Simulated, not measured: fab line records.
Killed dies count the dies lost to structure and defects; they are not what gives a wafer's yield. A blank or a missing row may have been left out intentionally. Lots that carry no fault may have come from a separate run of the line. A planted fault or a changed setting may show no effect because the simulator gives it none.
Problem report in the 8D (eight disciplines) form, filled by code + flow n5-finfet + the parts of the form that need people (team, actions taken, sign-off) are left out

1. WHAT WENT WRONG
Mean of cd-nm at N5_BEOL_M7_CD_MEAS_28: 32.02 nm over 3 wafers from 1 lot, against 39.92 nm (standard deviation 0.26) on wafers with no fault. That is -30 standard deviations from the usual mean.
The step: target cd 40 nm.
First observed at day 13 08:02: wafer L216.2, on cd-sem-01. At this step, 30 wafers from 11 lots have a number in the record. Rule for "out" (also "out of limits"): further than 4 standard deviations from the usual mean. The rest of the wafers with a number are treated as sound.

2. WHAT IT IS, AND WHAT IT ISN'T
| question                    | is                     | is not                                                              |
|-----------------------------|------------------------|---------------------------------------------------------------------|
| which readings at this step | cd-nm                  | -                                                                   |
| which lots                  | L216                   | L197, L198, L199, L200, L202, L203, L204, L206, L207, L218          |
| which wafers of those lots  | all that have a number | -                                                                   |
| read on which gauges        | cd-sem-01              | cd-sem-02, cd-sem-03                                                |
| when                        | from day 13 08:02      | up to then (24 sound wafers); but 3 sound wafers of L218 came after |

3. WHAT RULES OUT EACH SUSPECT
Counting: any tool at a process step up to the reading is kept as a suspect provided that every lot that is out went through it and no sound lot did after the first of them.
- the gauge at N5_BEOL_M7_CD_MEAS_28 is ruled out. All the wafers that are out were read on cd-sem-01, but those of them that N5_BEOL_M7_EXPOSE_25 has rows for are out there too, on other tools.
- euv-scanner-01 at N5_BEOL_M7_EXPOSE_25 (exposes mask V6, target cd 40 nm): kept. It ran the lot that is out, L216 (day 13 07:55), and no sound lot after that; its last sound lot up to then is L207 (day 11 08:23). On those wafers its own readings are out: exposure-dose-mJ-cm2.
After counting, what remains is euv-scanner-01 at N5_BEOL_M7_EXPOSE_25.

4. THE CAUSE (what the simulator had put in)
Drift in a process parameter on euv-scanner-01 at N5_BEOL_M7_EXPOSE_25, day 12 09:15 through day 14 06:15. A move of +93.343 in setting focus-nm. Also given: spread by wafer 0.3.
After counting, this tool was the only one left.

5. SEQUENCE OF EFFECTS, ordered by route
One row per reading whose mean, taken over the struck wafers that have a number, lies over 3 standard deviations from the usual. Scope: only readings with a usual standard deviation given in the record; hours: median across lots of the time from each lot's start at the first step in this table that gives one to its start at this step; sigmas: change in usual standard deviations.
| hours | step                    | reading              | usual    | on struck wafers | change | sigmas      |
|-------|-------------------------|----------------------|----------|------------------|--------|-------------|
| 0     | N5_BEOL_M7_EXPOSE_25    | exposure-dose-mJ-cm2 | 42.48    | 46.03            | +3.55  | +94         |
| 0     | N5_BEOL_M7_CD_MEAS_28   | cd-nm                | 39.92 nm | 32.02            | -7.90  | -30         |
| 64    | N5_PASSIVATION_PROBE_49 | defect-limited-yield | 91.5 %   | 0.0              | -91.5  | -61         |
| 64    | N5_PASSIVATION_PROBE_49 | killed_at_M4_up      | 12       | 1102             | +1090  | +99 or more |
| 64    | N5_PASSIVATION_PROBE_49 | killed-dies          | 100      | 1180             | +1080  | +64         |
| 64    | N5_PASSIVATION_PROBE_49 | killed-on-rim        | 13       | 152              | +139   | +32         |
| 64    | N5_PASSIVATION_PROBE_49 | sort-n-pass          | 1080     | 0                | -1080  | -64         |
| 64    | N5_PASSIVATION_PROBE_49 | sort-yield-pct       | 91.5 %   | 0.0              | -91.5  | -61         |
Here are the process steps it includes:
- N5_BEOL_M7_EXPOSE_25: exposes mask V6, target cd 40 nm.
- N5_PASSIVATION_PROBE_49

6. HOW IT WOULD HAVE BEEN CAUGHT EARLIER
The first out-of-limits reading at a measuring or inspecting step in this record came at day 13 08:02, 23 hours after the fault's start at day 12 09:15.
Tool's own readings at N5_BEOL_M7_EXPOSE_25, exposure-dose-mJ-cm2: out on all struck wafers the step has rows for; an alarm limit on them would have tripped on the first.
All the lots that are out (1) had begun N5_BEOL_M7_EXPOSE_25 on euv-scanner-01 by day 13 08:02. Had the tool been put on hold then, not one of them would have been saved.
